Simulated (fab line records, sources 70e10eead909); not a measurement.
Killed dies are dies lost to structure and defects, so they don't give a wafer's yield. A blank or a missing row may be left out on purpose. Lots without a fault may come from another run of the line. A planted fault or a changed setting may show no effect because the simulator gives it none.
Chamber matching | flow nand_harc | NHARC_P_BONDPAD_DEP_00 on pecvd-03: 3 sister chambers
The step deposits SiCN, target thk 250 nm. 3 wafers are shown with their chamber, then 7 later ones without.

WAFERS WITH THEIR CHAMBER
wafer  | chamber | heater_power_w (W)
L085.2 | 1       | 545
L085.6 | 2       | 503
L087.5 | 0       | 600

WAFERS WITHOUT THEIR CHAMBER
wafer  | heater_power_w (W)
L087.6 | 575
L091.2 | 553
L091.5 | 571
L091.6 | 550
L093.3 | 546
L093.4 | 635
L093.5 | 606

WHICH CHAMBER EACH WENT THROUGH
wafer  | from the rows above     | in truth
L087.6 | can't be placed: 0 or 1 | 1
L091.2 | 1                       | 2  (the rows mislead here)
L091.5 | can't be placed: 1 or 0 | 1
L091.6 | 1                       | 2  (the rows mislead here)
L093.3 | 1                       | 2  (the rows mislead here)
L093.4 | 0                       | 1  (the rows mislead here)
L093.5 | 0                       | 0
Placed correctly: 1 of 7. Can't be placed from these rows: 2 (the true chamber is among the candidates in 2). Placed wrongly: 4.
How it was worked out, from the rows above alone: a wafer's distance from a chamber is the root of the sum, over the readings, of the square of ((its reading less the chamber's mean) divided by the reading's scatter). The wafer belongs to the nearest chamber; if the next one is less than 2 further off, it can't be placed. A chamber's mean is the mean of its shown wafers. The scatter: with one shown wafer a chamber, the root of the mean of the squares of how far each hidden wafer lies from its nearest shown one.
